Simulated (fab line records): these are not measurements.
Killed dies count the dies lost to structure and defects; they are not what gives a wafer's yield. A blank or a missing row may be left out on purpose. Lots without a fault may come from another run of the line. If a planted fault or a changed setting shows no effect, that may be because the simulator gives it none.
fab line records | flow nand-harc
[record] lots = 13 wafers = 39 last-day = 24
route steps=1159 shown P_ZERO_WELL@19 P_STI@85 P_GATE@131
lots that met no fault: taken from a fault-free run of the same line
start-h: the number of hours between the record's first day and the start of the first shown wafer of the lot | wait-h: hours since the lot's step before | " unchanged from the row above | L1.1+2: one row covering several wafers at once | - no value, or no start given | * or withheld: withheld | < > ~ a bound
route shown NAME@n: a module of which the file shows steps, and the number in the route of the first | usual: mean/standard deviation of fault-free wafers | same: alike in all rows | chamber/n: place in a boat | sites: readings site by site | _std_site: standard deviation across them | _edge_site: mean of outer sites minus mean of inner sites | radius-mm: how far each site lies from the wafer's centre | mask NAME#n: copy n | behind: tool/chamber where the wafer was last shaped | hold: reason for holding the lot/hours on hold/outcome of the hold | device: names the non-switching transistor (n, p or np) | end of line: tests run on the same wafers once the route is complete | a step with no rows: only its recipe | killed: at the first sort, the dies lost to defects and structure; wafer yield is something else | map: a wafer's dies, x killed, . not, _ none there
set.NAME: the run value of the setting; set.NAME@STEP: its run value at that earlier step | model.NAME: the simulator's own value behind a step, which no gauge read
route steps across a sampled set of lots; one table per step, one row per wafer
services: the hour from which a tool's chamber was out of use, counted from the record's first day as start-h (under 0 if before that day), plus the number of hours and why
[[steps]]
[step NHARC_P_ZERO_WELL_ETCH_63]
[recipe] target-depth-a = 1200 time-s = 40.1 hbr-flow-sccm = 150 cl2-flow-sccm = 50 rf-w = 400 icp-w = 400 bias-w = 100 chemistry = HBr/Cl2
[usual] drypump-motor-current-A = 5.9/0.4 oes-product-au = 1.003/0.009 throttle-valve-pct = 26.405/0.0089
// columns lot.wafer tool chamber start-h wait-h drypump-motor-current-A oes-product-au rf-hours-counter-h throttle-valve-pct
L227.4 rie-si-05 3 13.68 - 6.2 1.006 0.9 26.407
L227.1 " 1 " " 5.5 1.020 1.0 26.410
L227.6 " 2 " " 5.7 1.011 - 26.403
L228.4 rie-si-06 0 19.65 - 5.3 1.020 0.1 26.412
L228.2 " 1 " " 6.5 1.005 0.1 26.414
L228.1 " 3 " " 6.0 1.001 0.0 26.413
L229.3 rie-si-04 2 25.53 - 5.7 1.006 0.7 26.407
L229.1 " 3 " " 6.4 0.995 0.8 26.391
L229.5 " 3 " " 6.4 1.011 - 26.412
L230.3 rie-si-04 3 31.65 - 6.4 1.008 0.8 26.403
L230.5 " 3 " " 6.4 1.005 - 26.400
L230.6 " 0 " " 6.1 1.012 - 26.395
L234.2 rie-si-06 0 55.52 - 5.2 1.024 0.3 26.403
L234.3 " 2 " " 5.7 1.012 0.3 26.407
L234.5 " 1 " " 6.4 0.997 - 26.420
L240.1 rie-si-06 0 91.52 - 5.2 1.014 0.7 26.389
L240.2 " 2 " " 5.7 1.004 0.6 26.409
L240.4 " 3 " " 5.9 1.008 0.5 26.399
L241.1 rie-si-05 2 97.65 - 5.7 1.012 0.3 26.392
L241.6 " 2 " " 5.7 1.003 - 26.415
L241.5 " 3 " " 6.2 0.997 - 26.397
L242.4 rie-si-05 0 103.71 - 5.8 1.003 0.2 26.399
L242.1 " 1 " " 5.5 1.000 0.3 26.396
L242.5 " 0 " " 5.8 1.001 - 26.422
L243.4 rie-si-04 3 109.68 - 6.4 0.997 0.0 26.406
L243.3 " 1 " " 5.5 1.004 0.0 26.403
L243.6 " 3 " " 6.4 0.996 - 26.401
L244.3 rie-si-05 2 115.54 - 5.7 0.999 0.5 26.406
L244.1 " 3 " " 6.2 0.995 0.5 26.404
L244.2 " 0 " " 5.8 0.995 0.4 26.396
L245.3 rie-si-04 1 121.65 - 5.6 0.987 0.2 26.398
L245.4 " 2 " " 5.7 1.001 0.2 26.395
L245.5 " 1 " " 5.5 0.981 - 26.397
L247.4 rie-si-06 2 133.66 - 5.7 1.006 0.9 26.425
L247.1 " 0 " " 5.3 1.007 1.2 26.395
L247.6 " 2 " " 5.7 0.992 - 26.404
L250.2 rie-si-05 3 151.68 - 6.2 0.998 0.8 26.391
L250.4 " 0 " " 5.8 1.005 0.7 26.403
L250.1 " 1 " " 5.4 0.998 0.6 26.410
[step NHARC_P_ZERO_WELL_EXPOSE_34]
[recipe] na = 0.6 target-cd-nm = 720 dose-mj = 22.31 mask-id = P_PWELL
// columns lot.wafer tool chamber start-h wait-h mask
L227.1+4+6 krf-scanner-03 0 16.08 - P_PWELL#0
L228.1+2+4 krf-scanner-01 0 22.07 - P_PWELL#0
L229.1+3+5 krf-scanner-01 0 27.82 - P_PWELL#0
L230.3+5+6 krf-scanner-01 0 33.99 - P_PWELL_R1#0
L234.2+3+5 krf-scanner-01 0 57.96 - P_PWELL#0
L240.1+2+4 krf-scanner-01 0 93.93 - P_PWELL#0
L241.1+5+6 krf-scanner-01 0 99.96 - P_PWELL#0
L242.1+4+5 krf-scanner-03 0 106.00 - P_PWELL#0
L243.3+4+6 krf-scanner-03 0 111.98 - P_PWELL#0
L244.1+2+3 krf-scanner-03 0 117.81 - P_PWELL#0
L245.3+4+5 krf-scanner-01 0 123.99 - P_PWELL#0
L247.1+4+6 krf-scanner-04 0 136.02 - P_PWELL#0
L250.1+2+4 krf-scanner-03 0 153.96 - P_PWELL#0
[step NHARC_P_ZERO_WELL_CD_MEAS_37]
[recipe] target-cd-nm = 720 landing-energy-ev = 500
[usual] cd-nm = 720.8/1.8
// columns lot.wafer tool chamber start-h wait-h hold cd-nm
L227.1 cd-sem-01 0 16.23 - - 722.3
L227.4 " 0 " " - 722.2
L227.6 " 0 " " - 723.0
L228.1 cd-sem-01 0 22.22 - - 722.0
L228.2 " 0 " " - 719.2
L228.4 " 0 " " - 723.1
L229.1 cd-sem-03 0 27.98 - - 722.2
L229.3 " 0 " " - 720.7
L229.5 " 0 " " - 722.3
L230.3 cd-sem-03 0 34.15 - await-dispo/0.2h/release 729.7
L230.5 " 0 " " await-dispo/0.2h/release 734.0
L230.6 " 0 " " await-dispo/0.2h/release 732.0
L230.3 cd-sem-03 0 - - - 729.6
L230.5 " 0 " " - 734.2
L230.6 " 0 " " - 731.7
L234.2 cd-sem-03 0 58.11 - - 721.3
L234.3 " 0 " " - 722.0
L234.5 " 0 " " - 721.3
L240.1 cd-sem-01 0 94.08 - - 722.0
L240.2 " 0 " " - 717.5
L240.4 " 0 " " - 717.3
L241.1 cd-sem-02 0 100.11 - - 722.5
L241.5 " 0 " " - 722.1
L241.6 " 0 " " - 724.4
L242.1 cd-sem-02 0 106.16 - - 717.8
L242.4 " 0 " " - 720.9
L242.5 " 0 " " - 716.8
L243.3 cd-sem-02 0 112.13 - - 720.8
L243.4 " 0 " " - 721.0
L243.6 " 0 " " - 720.5
L244.1 cd-sem-02 0 117.97 - - 721.5
L244.2 " 0 " " - 717.9
L244.3 " 0 " " - 719.7
L245.3 cd-sem-03 0 124.14 - - 722.9
L245.4 " 0 " " - 722.5
L245.5 " 0 " " - 723.3
L247.1 cd-sem-03 0 136.18 - - 720.7
L247.4 " 0 " " - 720.7
L247.6 " 0 " " - 721.2
L250.1 cd-sem-03 0 154.12 - - 720.1
L250.2 " 0 " " - 719.6
L250.4 " 0 " " - 720.0
[step NHARC_P_STI_INSPECT_11]
[usual] raw-defect-count = 5.3/2.8
// columns lot.wafer tool chamber start-h wait-h raw-defect-count
L227.1 defect-inspect-02 - 35.90 0.0 4
L227.4 " - " " 5
L227.6 " - " " 5
L229.1 defect-inspect-01 - 45.45 0.0 5
L229.3 " - " " 3
L229.5 " - " " 3
L228.1 defect-inspect-01 - 45.50 0.0 5
L228.2 " - " " 8
L228.4 " - " " 3
L230.3 defect-inspect-01 - 60.05 0.0 2
L230.5 " - " " 3
L230.6 " - " " 5
L234.2 defect-inspect-02 - 74.39 0.0 9
L234.3 " - " " 11
L234.5 " - " " 4
L240.1 defect-inspect-01 - 113.44 0.0 8
L240.2 " - " " 8
L240.4 " - " " 7
L242.1 defect-inspect-01 - 122.60 0.0 3
L242.4 " - " " 4
L242.5 " - " " 6
L241.1 defect-inspect-01 - 122.64 0.0 5
L241.5 " - " " 3
L241.6 " - " " 6
L243.3 defect-inspect-02 - 131.01 0.0 5
L243.4 " - " " 1
L243.6 " - " " 6
L244.1 defect-inspect-02 - 136.86 0.0 9
L244.2 " - " " 3
L244.3 " - " " 1
L245.3 defect-inspect-02 - 143.54 0.0 1
L245.4 " - " " 4
L245.5 " - " " 4
L247.1 defect-inspect-02 - 158.00 0.0 2
L247.4 " - " " 2
L247.6 " - " " 2
L250.1 defect-inspect-01 - 174.53 0.1 6
L250.2 " - " " 4
L250.4 " - " " 5
[step NHARC_P_GATE_HM_DEP_102]
[recipe] target-thk-a = 1200 temp-c = 400 material = aC
[usual] throttle-valve-pct = 34.999/0.0092
// columns lot.wafer tool chamber start-h wait-h throttle-valve-pct
L227.1 acl-dep-01 0 91.83 0.4 34.984
L227.4 " 0 " " 35.011
L227.6 " 0 " " 35.018
L228.1 acl-dep-01 0 100.13 2.3 35.004
L228.2 " 0 " " 34.999
L228.4 " 0 " " 34.999
L229.1 acl-dep-02 0 100.17 2.4 34.996
L229.3 " 0 " " 35.009
L229.5 " 0 " " 35.011
L230.3 acl-dep-03 0 113.36 1.9 34.995
L230.5 " 0 " " 34.975
L230.6 " 0 " " 34.989
L234.2 acl-dep-02 0 125.40 2.6 35.001
L234.3 " 0 " " 35.008
L234.5 " 0 " " 34.990
L240.1 acl-dep-02 0 168.01 1.5 35.002
L240.2 " 0 " " 34.994
L240.4 " 0 " " 34.999
L241.1 acl-dep-03 0 180.18 6.5 34.986
L241.5 " 0 " " 34.995
L241.6 " 0 " " 35.002
L242.1 acl-dep-03 0 180.81 7.1 35.000
L242.4 " 0 " " 35.003
L242.5 " 0 " " 35.004
L244.1 acl-dep-01 0 185.39 1.8 34.993
L244.2 " 0 " " 35.002
L244.3 " 0 " " 34.996
L243.3 acl-dep-02 0 185.58 2.0 35.007
L243.4 " 0 " " 34.996
L243.6 " 0 " " 34.987
L245.3 acl-dep-03 0 196.64 1.3 35.003
L245.4 " 0 " " 34.997
L245.5 " 0 " " 34.999
L247.1 acl-dep-02 0 209.74 0.4 35.008
L247.4 " 0 " " 35.000
L247.6 " 0 " " 34.998
L250.1 acl-dep-01 0 225.99 0.4 35.000
L250.2 " 0 " " 34.995
L250.4 " 0 " " 34.991
[[services]]
// columns tool chamber start-h hours kind
rie-si-04 - -9.38 0.8 repair
krf-scanner-03 - -4.00 4.0 pm
rie-si-06 - 6.00 9.0 pm
krf-scanner-03 - 19.74 0.1 repair
rie-si-06 0 29.32 5.0 repair
acl-dep-02 - 29.45 1.7 repair
krf-scanner-03 - 29.61 2.2 repair
acl-dep-03 - 44.20 13.0 pm
rie-si-05 - 62.00 9.0 pm
krf-scanner-01 - 67.03 20.0 repair
rie-si-06 0 69.53 1.9 repair
rie-si-06 3 75.18 11.7 repair
rie-si-06 2 78.37 6.5 repair
krf-scanner-01 - 87.06 4.0 pm
rie-si-06 - 94.19 0.3 repair
krf-scanner-01 - 103.81 1.0 repair
rie-si-05 1 118.72 9.7 repair
krf-scanner-01 - 127.72 4.4 repair
krf-scanner-01 - 134.09 2.3 repair
krf-scanner-03 - 168.00 4.0 pm
acl-dep-02 - 168.65 13.0 pm
krf-scanner-03 - 179.02 0.2 repair
rie-si-05 1 210.44 15.3 repair
krf-scanner-01 - 212.28 0.2 repair
[[key]]
[first-sign] step = NHARC_P_ZERO_WELL_EXPOSE_34 reading = mask direction = changed
[effect] step = NHARC_P_ZERO_WELL_CD_MEAS_37 reading = visit direction = added
[effect] step = NHARC_P_ZERO_WELL_CD_MEAS_37 reading = cd-nm direction = up sigmas = 6.1 usual = 720.8 struck = 731.9
met-at NHARC_P_ZERO_WELL_EXPOSE_34
struck-lots L230
tester-left-out L230
not-acting-at NHARC_P_ZERO_WELL_ETCH_63,NHARC_P_STI_INSPECT_11,NHARC_P_GATE_HM_DEP_102
onset-between 27.82 33.99
[fault] kind = wrong-mask tool = any chamber = - onset-h = 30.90 steps = NHARC_P_ZERO_WELL_EXPOSE_34 aux-copy = P_PWELL_R1#0 cd-offset-nm = 12.87 scope = struck-lots-only
// tester-left-out: of these lots the tester's yield and bins aren't shown, on N5 and GAA mostly nor the transistor test; their killed dies are dies lost to structure and defects alone, not to doping, threshold or leakage, so they don't give the yield
